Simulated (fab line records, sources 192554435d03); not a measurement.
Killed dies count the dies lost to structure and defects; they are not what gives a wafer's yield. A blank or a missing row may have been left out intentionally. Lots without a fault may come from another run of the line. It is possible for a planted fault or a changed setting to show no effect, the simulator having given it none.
Chamber matching ; flow n5Finfet ; N5_BEOL_M6_DEP_56 on pecvd-04: 3 sister chambers
The step deposits SiCN from 3MS/NH3, target thk 10 nm, time 17.5 s. 3 wafers are shown with their chamber, then 8 later ones without.

## WAFERS, EACH WITH ITS CHAMBER
wafer;chamber;showerheadPlenumPTorr (Torr)
L090.3;0;3.672
L090.6;1;3.656
L092.1;2;3.649

## WAFERS WITHOUT THEIR CHAMBER
wafer;showerheadPlenumPTorr (Torr)
L092.4;3.663
L092.5;3.655
L096.1;3.649
L096.3;3.655
L096.6;3.668
L094.1;3.651
L094.4;3.653
L094.5;3.672

## THE CHAMBER EACH PASSED THROUGH
wafer;from the rows above;in truth
L092.4;can't be placed: 1 or 0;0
L092.5;can't be placed: 1 or 2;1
L096.1;2;2
L096.3;can't be placed: 1 or 2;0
L096.6;0;0
L094.1;can't be placed: 2 or 1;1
L094.4;can't be placed: 1 or 2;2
L094.5;0;0
3 of 8 placed correctly. Cannot be placed on the basis of these rows: 5; the candidates contain the true chamber in 4. Wrongly placed: 0.
How it was worked out, from the rows above alone: a wafer's distance from a chamber is the root of the sum, over the readings, of the square of ((its reading less the chamber's mean) divided by the reading's scatter). The wafer belongs to the nearest chamber; if the next one is less than 2 further off, it can't be placed. The mean given for a chamber averages the wafers shown for that chamber. The scatter (one wafer shown for each chamber): square how far every hidden wafer sits from the nearest shown wafer, average those squares and take the square root.
